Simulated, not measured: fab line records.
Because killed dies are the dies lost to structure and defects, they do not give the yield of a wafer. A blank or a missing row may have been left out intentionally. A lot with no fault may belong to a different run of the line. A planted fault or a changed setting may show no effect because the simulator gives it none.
fab line records	flow n5Finfet
record lots=7	wafers=21
route steps=1938 shown BEOL_M0_SAQP@636 BEOL_M0_CUTY@711 BEOL_M0@720 BEOL_M1@838
startH: hours from the record's first day to the start of the lot's first wafer shown	waitH: time in hours since the lot's previous step	" same as the row above	L1.1+2: several wafers, shown together as one row	- no value, or no start was given	* or withheld: withheld	< > ~ a bound
route shown NAME@n: NAME is a module with steps in the file, n the number in the route of the first one	usual: mean/standard deviation of fault-free wafers	same: alike in all rows	chamber/n: place in a boat	sites: the reading at each site	_std_site: their standard deviation	_edge_site: the outer-site mean with the inner-site mean subtracted	radiusMm: how far each site lies from the wafer's centre	mask NAME#n: copy n	behind: the tool/chamber that last shaped the wafer	hold: what put the lot on hold/how long, in hours/how the hold closed	device: whichever transistor did not switch (one of n, p or np)	end of line: the route-end tests of the same wafers	for a step that has no rows: nothing shown but its recipe	killed: not the wafer's yield, but the dies lost to structure and defects at the first sort	map: a wafer's dies, marking killed ones x, the rest . and places with no die _
set.NAME: setting as actually run; set.NAME@STEP: the setting as run at that earlier step	model.NAME: the simulator's own value behind a step, which no gauge read
lots run with intentionally changed settings; tables by step, rows by wafer
## steps
# step N5_BEOL_M0_SAQP_PECVD_96
# recipe material=a-Si	targetThkA=450	tempC=350	precursor=SiH4/He	pressureTorr=3	rfW=100	timeS=45.2
lot.wafer	tool	chamber	startH	waitH	set.timeS	model.a-Si_of_BEOL_M0_SAQP_PECVD_96.thkNm
L074.1	pecvd-02	1	108.99	0.0	45.2	45.6
L074.4	"	0	"	"	45.2	45.8
L074.5	"	1	"	"	45.2	46.2
L081.1+2+5	pecvd-03	1,0,0	148.35	0.0	45.2	44.8
L080.3	pecvd-02	0	151.24	0.0	45.2	44.2
L080.5	"	0	"	"	41.52	40.8
L080.6	"	1	"	"	45.2	46.4
L083.1	pecvd-04	2	161.21	0.0	39.98	38.6
L083.2+6	"	0,2	"	"	39.98	39.8
L084.3	pecvd-03	1	167.76	0.0	45.2	44.2
L084.4	"	0	"	"	41.23	41.2
L084.5	"	1	"	"	45.2	45.6
L090.3	pecvd-02	0	198.61	0.0	41.22	41
L090.4	"	1	"	"	41.22	42.4
L090.5	"	2	"	"	45.2	45.8
L097.1	pecvd-04	2	248.39	0.0	45.2	43.6
L097.4	"	0	"	"	45.2	45.6
L097.6	"	2	"	"	45.2	44.4
# step N5_BEOL_M0_SAQP_PECVD_97
# recipe material=SiNx	targetThkA=230	tempC=350	precursor=SiH4/NH3/N2	pressureTorr=1.5	rfW=300	timeS=19.9
# step N5_BEOL_M0_SAQP_PECVD_04
# recipe material=a-Si	targetThkA=600	tempC=350	precursor=SiH4/He	pressureTorr=3	rfW=100	timeS=60.2
# step N5_BEOL_M0_SAQP_ETCH_101
# recipe chemistry=CH3F/O2	target=SiNx	maskMaterial=SiO2	targetDepthA=299	timeS=42.7	pressureMtorr=30	sourceW=395	biasW=73	Ar_flow_sccm=150	CH3F_flow_sccm=30	O2_flow_sccm=20	ionEnergyEv=120
# step N5_BEOL_M0_SAQP_ETCH_102
# recipe chemistry=CF4	target=SiO2	targetDepthA=40	ionEnergyEv=350	timeS=4.4	pressureMtorr=10	icpW=800	biasW=400	cf4FlowSccm=80
# step N5_BEOL_M0_SAQP_MANDREL_ETCH_103
# recipe chemistry=HBr/Cl2	target=a-Si	targetDepthA=450	btTimeS=10	stopOn=SiCN	maskMaterial=SiO2	overEtchFrac=0.8	timeS=27	pressureMtorr=10	icpW=800	biasW=75	HBr_flow_sccm=150	Cl2_flow_sccm=80	ends=endPoint
lot.wafer	tool	chamber	startH	waitH	set.timeS@BEOL_M0_SAQP_PECVD_96	model.etch.depthNm
L074.1	rieSi-02	1	111.90	0.0	45.2	45.54
L074.4	"	2	"	"	45.2	45.78
L074.5	"	0	"	"	45.2	46.23
L081.1	rieSi-05	2	151.15	0.0	45.2	44.88
L081.2	"	0	"	"	45.2	44.72
L081.5	"	3	"	"	45.2	44.82
L080.3	rieSi-01	0	154.12	0.0	45.2	44.15
L080.5	"	3	"	"	41.52	40.85
L080.6	"	0	"	"	45.2	46.44
L083.1	rieSi-02	3	163.73	0.0	39.98	38.56
L083.2	"	1	"	"	39.98	39.77
L083.6	"	1	"	"	39.98	39.74
L084.3	rieSi-02	0	170.68	0.0	45.2	44.25
L084.4	"	3	"	"	41.23	41.15
L084.5	"	0	"	"	45.2	45.7
L090.3	rieSi-02	1	201.04	0.0	41.22	41.09
L090.4	"	2	"	"	41.22	42.43
L090.5	"	3	"	"	45.2	45.78
L097.1	rieSi-01	0	251.38	0.0	45.2	43.69
L097.4	"	3	"	"	45.2	45.6
L097.6	"	0	"	"	45.2	44.48
# step N5_BEOL_M0_SAQP_RECESS_104
# recipe chemistry=HF/NH3	target=SiO2	targetDepthA=180	afsCycles=3	tempC=30	sublimationTempC=180	sublimationTimeS=60
# step N5_BEOL_M0_SAQP_COAT_105
# recipe resist=SOC	tempC=250	timeS=60	spinRpm=1500	resistThkNm=100
# step N5_BEOL_M0_SAQP_ETCH_106
# recipe chemistry=N2/H2	target=SOC	targetDepthA=1500	stopOn=SiNx	ionEnergyEv=100	biasW=61	pressureMtorr=30	sourceW=850	n2FlowSccm=200	h2FlowSccm=200
# step N5_BEOL_M0_SAQP_ETCH_107
# recipe chemistry=CH3F/O2	target=SiNx	targetDepthA=300	maskMaterial=SOC	pressureMtorr=30	sourceW=395	biasW=73	Ar_flow_sccm=150	CH3F_flow_sccm=30	O2_flow_sccm=20	ionEnergyEv=120
lot.wafer	tool	chamber	startH	waitH	set.timeS@BEOL_M0_SAQP_PECVD_96	model.a-Si_of_BEOL_M0_SAQP_PECVD_96.thkNm
L074.1	rieDiel-03	2	112.57	0.0	45.2	45
L074.4	"	3	"	"	45.2	45.2
L074.5	"	2	"	"	45.2	45.6
L081.1+2+5	rieDiel-03	3,1,3	151.74	0.0	45.2	44.2
L080.3	rieDiel-02	3	154.71	0.0	45.2	43.6
L080.5	"	0	"	"	41.52	40.2
L080.6	"	3	"	"	45.2	45.8
L083.1	rieDiel-05	1	164.32	0.0	39.98	38
L083.2+6	"	3	"	"	39.98	39.2
L084.3	rieDiel-03	0	171.27	0.0	45.2	43.6
L084.4	"	2	"	"	41.23	40.6
L084.5	"	3	"	"	45.2	45
L090.3	rieDiel-02	2	201.63	0.0	41.22	40.6
L090.4	"	1	"	"	41.22	41.8
L090.5	"	1	"	"	45.2	45.2
L097.1	rieDiel-03	1	252.16	0.0	45.2	43
L097.4	"	2	"	"	45.2	45
L097.6	"	2	"	"	45.2	43.8
# step N5_BEOL_M0_SAQP_SPACER2_ALD_26
# recipe material=SiO2	targetThkA=150	tempC=300	aldPrecursorFamily=BDEAS	aldCoReactant=O2-plasma	pulseTimeS=1	purgeTimeS=2	coReactantPurgeTimeS=2	pressureTorr=2
lot.wafer	tool	chamber	startH	waitH	set.targetThkA	model.SiO2_of_BEOL_M0_SAQP_SPACER2_ALD_26.thkNm
L074.1+5	aldSin-03	0,3	112.82	0.1	141.8	14.2
L074.4	"	2	"	"	150	15
L081.1+5	aldSin-03	2,3	152.59	0.7	138.9	14
L081.2	"	3	"	"	150	15
L080.3+5+6	aldSin-03	1,3,2	154.95	0.1	150	15
L083.1	aldSin-03	2	164.99	0.5	141.2	14
L083.2	"	3	"	"	150	15
L083.6	"	0	"	"	141.2	14.2
L084.3	aldSin-04	2	171.55	0.1	150	15.2
L084.4	"	1	"	"	166.9	17
L084.5	"	2	"	"	150	15
L090.3+5	aldSin-01	0,1	201.88	0.1	150	15
L090.4	"	3	"	"	134.2	13.4
L097.1+4+6	aldSin-04	2,3,2	252.84	0.2	150	15
# step N5_BEOL_M0_SAQP_SPACER2_ETCHBACK_27
# recipe chemistry=CHF3/O2	mode=anisotropicEtchback	target=SiO2	targetDepthA=225	timeS=11.25	pressureMtorr=30	sourceW=650	biasW=170	Ar_flow_sccm=200	CHF3_flow_sccm=50	O2_flow_sccm=5	ionEnergyEv=200
# step N5_BEOL_M0_SAQP_MANDREL2_REMOVE_110
# recipe chemistry=HBr/Cl2/O2	btTimeS=10	target=a-Si	stopOn=SiCN	endpoint=OES-SiCl	overEtchFrac=1	icpW=600	biasW=30	HBr_flow_sccm=150	Cl2_flow_sccm=80	O2_flow_sccm=5	pressureMtorr=10
lot.wafer	tool	chamber	startH	waitH	set.targetThkA@BEOL_M0_SAQP_SPACER2_ALD_26	model.BEOL_M0_SAQP.cdNm
L074.1	rieSi-05	3	113.49	0.1	141.8	14.2
L074.4	"	1	"	"	150	15
L074.5	"	0	"	"	141.8	14
L081.1+5	rieSi-05	1	153.23	0.1	138.9	14
L081.2	"	3	"	"	150	15.2
L080.3+5+6	rieSi-01	1,1,0	155.62	0.1	150	15.2
L083.1+6	rieSi-01	1,0	165.70	0.1	141.2	14.2
L083.2	"	3	"	"	150	15
L084.3	rieSi-02	2	172.28	0.1	150	15.2
L084.4	"	0	"	"	166.9	16.8
L084.5	"	0	"	"	150	15
L090.3+5	rieSi-01	3,2	202.55	0.1	150	14.8
L090.4	"	2	"	"	134.2	13.2
L097.1+6	rieSi-01	3	253.49	0.1	150	15
L097.4	"	2	"	"	150	14.8
# step N5_BEOL_M0_SAQP_CD_MEAS_29
# recipe targetCdNm=14.4	landingEnergyEv=1000	detector=seInlens
# usual cdNm=15.02/0.24
lot.wafer	tool	chamber	startH	waitH	set.targetThkA@BEOL_M0_SAQP_SPACER2_ALD_26	cdNm
L074.1	cdSem-01	0	113.60	0.1	141.8	14.10
L074.4	"	0	"	"	150	14.55
L074.5	"	0	"	"	141.8	13.69
L081.1	cdSem-01	0	153.34	0.1	138.9	13.94
L081.2	"	0	"	"	150	14.86
L081.5	"	0	"	"	138.9	13.83
L080.3	cdSem-01	0	155.73	0.1	150	15.10
L080.5	"	0	"	"	150	15.03
L080.6	"	0	"	"	150	14.85
L083.1	cdSem-02	0	165.81	0.1	141.2	14.38
L083.2	"	0	"	"	150	15.07
L083.6	"	0	"	"	141.2	14.37
L084.3	cdSem-02	0	172.40	0.1	150	15.28
L084.4	"	0	"	"	166.9	17.09
L084.5	"	0	"	"	150	14.85
L090.3	cdSem-01	0	202.66	0.1	150	14.67
L090.4	"	0	"	"	134.2	13.13
L090.5	"	0	"	"	150	14.50
L097.1	cdSem-01	0	253.60	0.1	150	15.01
L097.4	"	0	"	"	150	14.66
L097.6	"	0	"	"	150	15.08
# step N5_BEOL_M0_SAQP_EXPOSE_37
# recipe maskId=M0_CUT1	na=0.33	sourceShape=annular	sigmaInner=0.35	sigmaOuter=0.8	polarization=unpolarized	targetCdNm=30	doseMj=44.75
lot.wafer	tool	chamber	startH	waitH	mask	set.doseMj
L074.1+4	euvScanner-01	0	113.90	-	M0_CUT1#0	42.82
L074.5	"	0	"	"	M0_CUT1#0	44.75
L081.1+2	euvScanner-02	0	153.64	-	M0_CUT1#0	42.06
L081.5	"	0	"	"	M0_CUT1#0	44.75
L080.3	euvScanner-02	0	155.92	-	M0_CUT1#0	41.58
L080.5+6	"	0	"	"	M0_CUT1#0	44.75
L083.1+2	euvScanner-02	0	166.11	-	M0_CUT1#0	44.75
L083.6	"	0	"	"	M0_CUT1#0	47.18
L084.3	euvScanner-02	0	172.58	-	M0_CUT1#0	46.22
L084.4+5	"	0	"	"	M0_CUT1#0	44.75
L090.3	euvScanner-01	0	202.97	-	M0_CUT1#0	42.28
L090.4+5	"	0	"	"	M0_CUT1#0	44.75
L097.1+4+6	euvScanner-01	0	253.90	-	M0_CUT1#0	44.75
# step N5_BEOL_M0_SAQP_PEB_38
# recipe pebTempC=100	pebTimeS=60	resist=CAR-EUV
# step N5_BEOL_M0_SAQP_DEVELOP_39
# recipe developTimeS=30	developer=TMAH	resist=CAR-EUV	rinseLiquid=surfactantRinse	dry=airSpin	devTempC=23
# step N5_BEOL_M0_SAQP_CD_MEAS_40
# recipe targetCdNm=30	landingEnergyEv=500	detector=seInlens
# usual cdNm=29.96/0.25
lot.wafer	tool	chamber	startH	waitH	set.doseMj@BEOL_M0_SAQP_EXPOSE_37	cdNm
L074.1	cdSem-02	0	114.03	-	42.82	28.71
L074.4	"	0	"	"	42.82	29.06
L074.5	"	0	"	"	44.75	29.60
L081.1	cdSem-03	0	153.77	-	42.06	28.85
L081.2	"	0	"	"	42.06	28.91
L081.5	"	0	"	"	44.75	30.22
L080.3	cdSem-02	0	156.04	-	41.58	28.82
L080.5	"	0	"	"	44.75	30.05
L080.6	"	0	"	"	44.75	30.13
L083.1	cdSem-02	0	166.24	-	44.75	30.12
L083.2	"	0	"	"	44.75	29.75
L083.6	"	0	"	"	47.18	31.26
L084.3	cdSem-02	0	172.70	-	46.22	30.59
L084.4	"	0	"	"	44.75	30.12
L084.5	"	0	"	"	44.75	30.36
L090.3	cdSem-03	0	203.09	-	42.28	28.45
L090.4	"	0	"	"	44.75	30.07
L090.5	"	0	"	"	44.75	29.77
L097.1	cdSem-03	0	254.03	-	44.75	30.07
L097.4	"	0	"	"	44.75	29.84
L097.6	"	0	"	"	44.75	29.86
# step N5_BEOL_M0_SAQP_DESCUM_45
# recipe chemistry=O2	timeS=7	sourcePowerW=50	biasPowerW=20	pressureMtorr=20	rfFrequencyHz=2.712e+07	tempC=40	resist=CAR-EUV	o2FlowSccm=225
lot.wafer	tool	chamber	startH	waitH	set.doseMj@BEOL_M0_SAQP_EXPOSE_37	model.BEOL_M0_SAQP.cdNm
L074.1+4	rieDiel-02	0,1	114.15	0.0	42.82	28.8
L074.5	"	3	"	"	44.75	29.8
L081.1	rieDiel-03	0	153.90	0.0	42.06	28.6
L081.2	"	3	"	"	42.06	28.4
L081.5	"	0	"	"	44.75	29.8
L080.3	rieDiel-05	2	156.16	0.0	41.58	28.6
L080.5+6	"	2,3	"	"	44.75	30.2
L083.1	rieDiel-03	2	166.36	0.0	44.75	30.2
L083.2	"	0	"	"	44.75	29.6
L083.6	"	1	"	"	47.18	31.6
L084.3	rieDiel-02	3	172.97	0.2	46.22	30.8
L084.4	"	1	"	"	44.75	30.2
L084.5	"	2	"	"	44.75	30.4
L090.3	rieDiel-03	1	203.23	0.0	42.28	28.8
L090.4	"	3	"	"	44.75	29.6
L090.5	"	3	"	"	44.75	29.4
L097.1	rieDiel-02	3	254.16	0.0	44.75	30.2
L097.4	"	0	"	"	44.75	29.6
L097.6	"	1	"	"	44.75	30
# step N5_BEOL_M0_SAQP_ETCH_88
# recipe chemistry=N2/H2	target=underlayer	targetDepthA=65	timeS=5.2	ionEnergyEv=200	maskMaterial=CAR-EUV	pressureMtorr=30	sourceW=840	biasW=150	n2FlowSccm=200	h2FlowSccm=200	ends=cleared
# step N5_BEOL_M0_SAQP_ETCH_73
# recipe chemistry=CF4	target=SiARC	targetDepthA=195	maskMaterial=CAR-EUV	timeS=32.5	ionEnergyEv=80	pressureMtorr=40	sourceW=545	biasW=36	Ar_flow_sccm=100	cf4FlowSccm=100	ends=cleared
lot.wafer	tool	chamber	startH	waitH	set.doseMj@BEOL_M0_SAQP_EXPOSE_37	model.BEOL_M0_SAQP.cdNm
L074.1	rieDiel-02	0	114.21	0.0	42.82	28.4
L074.4	"	1	"	"	42.82	29
L074.5	"	3	"	"	44.75	29.8
L081.1	rieDiel-03	0	153.95	0.0	42.06	28.8
L081.2	"	3	"	"	42.06	28.6
L081.5	"	0	"	"	44.75	30.2
L080.3	rieDiel-05	2	156.21	0.0	41.58	28.6
L080.5	"	2	"	"	44.75	30.2
L080.6	"	3	"	"	44.75	30
L083.1	rieDiel-03	2	166.42	0.0	44.75	30.4
L083.2	"	0	"	"	44.75	29.8
L083.6	"	1	"	"	47.18	31.4
L084.3	rieDiel-02	3	173.02	0.0	46.22	31
L084.4+5	"	1,2	"	"	44.75	30.4
L090.3	rieDiel-03	1	203.30	0.0	42.28	28.8
L090.4	"	3	"	"	44.75	29.6
L090.5	"	3	"	"	44.75	29.4
L097.1	rieDiel-02	3	254.21	0.0	44.75	30.2
L097.4	"	0	"	"	44.75	29.4
L097.6	"	1	"	"	44.75	30
# step N5_BEOL_M0_CUTY_DESCUM_61
# recipe chemistry=O2	timeS=7.9	sourcePowerW=50	biasPowerW=20	pressureMtorr=20	rfFrequencyHz=2.712e+07	tempC=40	resist=CAR-ArF-block	o2FlowSccm=225
lot.wafer	tool	chamber	startH	waitH	set.timeS	model.CAR-ArF-block_of_BEOL_M0_CUTY_COAT_51.thkNm
L074.1	rieDiel-01	1	115.58	0.0	7.9	143.6
L074.4	"	0	"	"	9.069	142.8
L074.5	"	1	"	"	9.069	143.2
L081.1	rieDiel-01	1	155.63	0.5	7.9	143.6
L081.2	"	3	"	"	7.9	143.8
L081.5	"	3	"	"	9.414	142.4
L080.3	rieDiel-01	1	157.74	0.1	7.9	143.2
L080.5	"	1	"	"	7.9	143.6
L080.6	"	2	"	"	7.9	143.8
L083.1	rieDiel-01	2	167.70	0.1	9.303	142.6
L083.2	"	0	"	"	7.9	143.6
L083.6	"	2	"	"	9.303	142.8
L084.3	rieDiel-01	2	174.36	0.2	7.9	142.8
L084.4	"	3	"	"	7.9	143.2
L084.5	"	0	"	"	8.876	142.4
L090.3+4	rieDiel-06	2,3	204.80	0.0	7.9	143.4
L090.5	"	2	"	"	7.9	143.8
L097.1	rieDiel-06	1	255.81	0.0	7.9	143.4
L097.4	"	0	"	"	7.9	143.2
L097.6	"	1	"	"	7.9	143.6
# step N5_BEOL_M0_CUTY_ETCH_62
# recipe chemistry=CF4	target=SiARC	maskMaterial=CAR-ArF-block	timeS=58.5	ionEnergyEv=80	pressureMtorr=40	sourceW=545	biasW=36	Ar_flow_sccm=100	cf4FlowSccm=100	ends=cleared
lot.wafer	tool	chamber	startH	waitH	set.timeS@BEOL_M0_CUTY_DESCUM_61	model.CAR-ArF-block_of_BEOL_M0_CUTY_COAT_51.thkNm
L074.1	rieDiel-01	1	115.62	0.0	7.9	118.6
L074.4	"	0	"	"	9.069	117.6
L074.5	"	1	"	"	9.069	118
L081.1	rieDiel-01	1	155.67	0.0	7.9	118.4
L081.2	"	3	"	"	7.9	118.6
L081.5	"	3	"	"	9.414	117.2
L080.3	rieDiel-01	1	157.78	0.0	7.9	118.2
L080.5	"	1	"	"	7.9	118.6
L080.6	"	2	"	"	7.9	118.8
L083.1	rieDiel-01	2	167.74	0.0	9.303	117.6
L083.2	"	0	"	"	7.9	118.6
L083.6	"	2	"	"	9.303	117.8
L084.3	rieDiel-01	2	174.39	0.0	7.9	117.6
L084.4	"	3	"	"	7.9	118.2
L084.5	"	0	"	"	8.876	117.2
L090.3+4	rieDiel-06	2,3	204.83	0.0	7.9	118.4
L090.5	"	2	"	"	7.9	118.8
L097.1	rieDiel-06	1	255.85	0.0	7.9	118.4
L097.4	"	0	"	"	7.9	118.2
L097.6	"	1	"	"	7.9	118.6
# step N5_BEOL_M0_CUTY_ETCH_63
# recipe chemistry=N2/H2	target=SOC	targetDepthA=827	overetchA=165	maskMaterial=SiARC	tempC=40	ionEnergyEv=200	timeS=124	pressureMtorr=30	sourceW=840	biasW=150	n2FlowSccm=200	h2FlowSccm=200
lot.wafer	tool	chamber	startH	waitH	set.targetThkA@BEOL_M0_SAQP_SPACER2_ALD_26	model.SiO2_of_BEOL_M0_SAQP_SPACER2_ALD_26.thkNm
L074.1	rieDiel-01	1	115.67	0.0	141.8	6.4
L074.4	"	0	"	"	150	7
L074.5	"	1	"	"	141.8	6.2
L081.1	rieDiel-01	1	155.71	0.0	138.9	6.2
L081.2	"	3	"	"	150	7.2
L081.5	"	3	"	"	138.9	6
L080.3+5	rieDiel-01	1	157.82	0.0	150	7.2
L080.6	"	2	"	"	150	7.4
L083.1+6	rieDiel-01	2	167.78	0.0	141.2	6.4
L083.2	"	0	"	"	150	7
L084.3	rieDiel-01	2	174.44	0.0	150	7.4
L084.4	"	3	"	"	166.9	9.2
L084.5	"	0	"	"	150	7
L090.3	rieDiel-06	2	204.88	0.0	150	6.8
L090.4	"	3	"	"	134.2	5.6
L090.5	"	2	"	"	150	7
L097.1+6	rieDiel-06	1	255.89	0.0	150	6.8
L097.4	"	0	"	"	150	7.2
# step N5_BEOL_M0_ETCH_128
# recipe chemistry=CF4/N2	targetDepthA=120	overetchA=51	target=SiCN	timeS=21.4	ionEnergyEv=150	pressureMtorr=40	sourceW=430	biasW=70	Ar_flow_sccm=100	cf4FlowSccm=60	n2FlowSccm=60
# usual rfVppV=382.6/1.8
lot.wafer	tool	chamber	startH	waitH	set.sourceW	rfVppV
L074.1	rieDiel-06	1	116.53	0.0	430	384.6
L074.4	"	2	"	"	376.7	400.4
L074.5	"	1	"	"	376.7	401.4
L081.1	rieDiel-04	0	158.09	0.0	373.5	402.2
L081.2	"	3	"	"	430	380.2
L081.5	"	2	"	"	430	383.9
L080.3	rieDiel-06	2	159.95	0.2	355.1	409.4
L080.5	"	2	"	"	430	384.2
L080.6	"	3	"	"	355.1	408.1
L083.1	rieDiel-01	3	169.28	0.0	459.7	376.3
L083.2	"	1	"	"	459.7	375.2
L083.6	"	2	"	"	430	380.0
L084.3	rieDiel-04	1	178.09	0.0	487	365.5
L084.4	"	0	"	"	430	384.2
L084.5	"	3	"	"	430	380.8
L090.3	rieDiel-06	0	206.91	0.0	430	380.5
L090.4	"	3	"	"	430	382.8
L090.5	"	0	"	"	479.5	368.7
L097.1	rieDiel-06	1	257.49	0.0	430	384.0
L097.4	"	2	"	"	430	382.6
L097.6	"	2	"	"	430	383.1
# step N5_BEOL_M1_DEP_57
# recipe material=SiCN	targetThkA=80	tempC=withheld	precursor=3MS/NH3	pressureTorr=3	rfW=202	timeS=14
lot.wafer	tool	chamber	startH	waitH	set.timeS	model.SiCN_of_BEOL_M1_DEP_57.thkNm
L074.1+4	pecvd-02	0	134.35	0.0	14	8.2
L074.5	"	2	"	"	14.76	8.6
L081.1	pecvd-01	0	178.93	0.0	12.9	7.2
L081.2	"	1	"	"	14	8
L081.5	"	2	"	"	14	8.2
L080.3+5	pecvd-01	2,0	179.41	0.0	14	7.8
L080.6	"	2	"	"	12.02	6.8
L083.1	pecvd-01	1	187.65	0.0	14	8
L083.2+6	"	2,1	"	"	12.14	7
L084.3	pecvd-02	0	190.22	0.0	14	8
L084.4	"	0	"	"	14	8.2
L084.5	"	2	"	"	14	8.4
L090.3	pecvd-01	0	222.15	0.0	13.14	7.4
L090.4	"	1	"	"	13.14	7.6
L090.5	"	0	"	"	14	8
L097.1	pecvd-03	0	270.23	0.0	14	8
L097.4	"	0	"	"	14	8.2
L097.6	"	1	"	"	14	7.8
## key
split step=N5_BEOL_M0_SAQP_PECVD_96	setting=timeS	stated=45.2	by=wafer
response step=N5_BEOL_M0_SAQP_PECVD_96	reading=model.a-Si_of_BEOL_M0_SAQP_PECVD_96.thkNm	change=+0.476	per=1%	r=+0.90
response step=N5_BEOL_M0_SAQP_MANDREL_ETCH_103	reading=model.etch.depthNm	change=+0.476	per=1%	r=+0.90
response step=N5_BEOL_M0_SAQP_ETCH_107	reading=model.a-Si_of_BEOL_M0_SAQP_PECVD_96.thkNm	change=+0.472	per=1%	r=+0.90
split step=N5_BEOL_M0_SAQP_SPACER2_ALD_26	setting=targetThkA	stated=150	by=wafer
response step=N5_BEOL_M0_SAQP_SPACER2_ALD_26	reading=model.SiO2_of_BEOL_M0_SAQP_SPACER2_ALD_26.thkNm	change=+0.155	per=1%	r=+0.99
response step=N5_BEOL_M0_SAQP_MANDREL2_REMOVE_110	reading=model.BEOL_M0_SAQP.cdNm	change=+0.153	per=1%	r=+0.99
response step=N5_BEOL_M0_SAQP_CD_MEAS_29	reading=cdNm	change=+0.148	per=1%	r=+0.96
response step=N5_BEOL_M0_CUTY_ETCH_63	reading=model.SiO2_of_BEOL_M0_SAQP_SPACER2_ALD_26.thkNm	change=+0.145	per=1%	r=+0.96
split step=N5_BEOL_M0_SAQP_EXPOSE_37	setting=doseMj	stated=44.75	by=wafer
response step=N5_BEOL_M0_SAQP_CD_MEAS_40	reading=cdNm	change=+0.208	per=1%	r=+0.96
response step=N5_BEOL_M0_SAQP_DESCUM_45	reading=model.BEOL_M0_SAQP.cdNm	change=+0.217	per=1%	r=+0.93
response step=N5_BEOL_M0_SAQP_ETCH_73	reading=model.BEOL_M0_SAQP.cdNm	change=+0.212	per=1%	r=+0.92
split step=N5_BEOL_M0_CUTY_DESCUM_61	setting=timeS	stated=7.9	by=wafer
response step=N5_BEOL_M0_CUTY_DESCUM_61	reading=model.CAR-ArF-block_of_BEOL_M0_CUTY_COAT_51.thkNm	change=-0.0542	per=1%	r=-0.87
response step=N5_BEOL_M0_CUTY_ETCH_62	reading=model.CAR-ArF-block_of_BEOL_M0_CUTY_COAT_51.thkNm	change=-0.0582	per=1%	r=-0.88
split step=N5_BEOL_M0_ETCH_128	setting=sourceW	stated=430	by=wafer
response step=N5_BEOL_M0_ETCH_128	reading=rfVppV	change=-1.32	per=1%	r=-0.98
split step=N5_BEOL_M1_DEP_57	setting=timeS	stated=14	by=wafer
response step=N5_BEOL_M1_DEP_57	reading=model.SiCN_of_BEOL_M1_DEP_57.thkNm	change=+0.0786	per=1%	r=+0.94
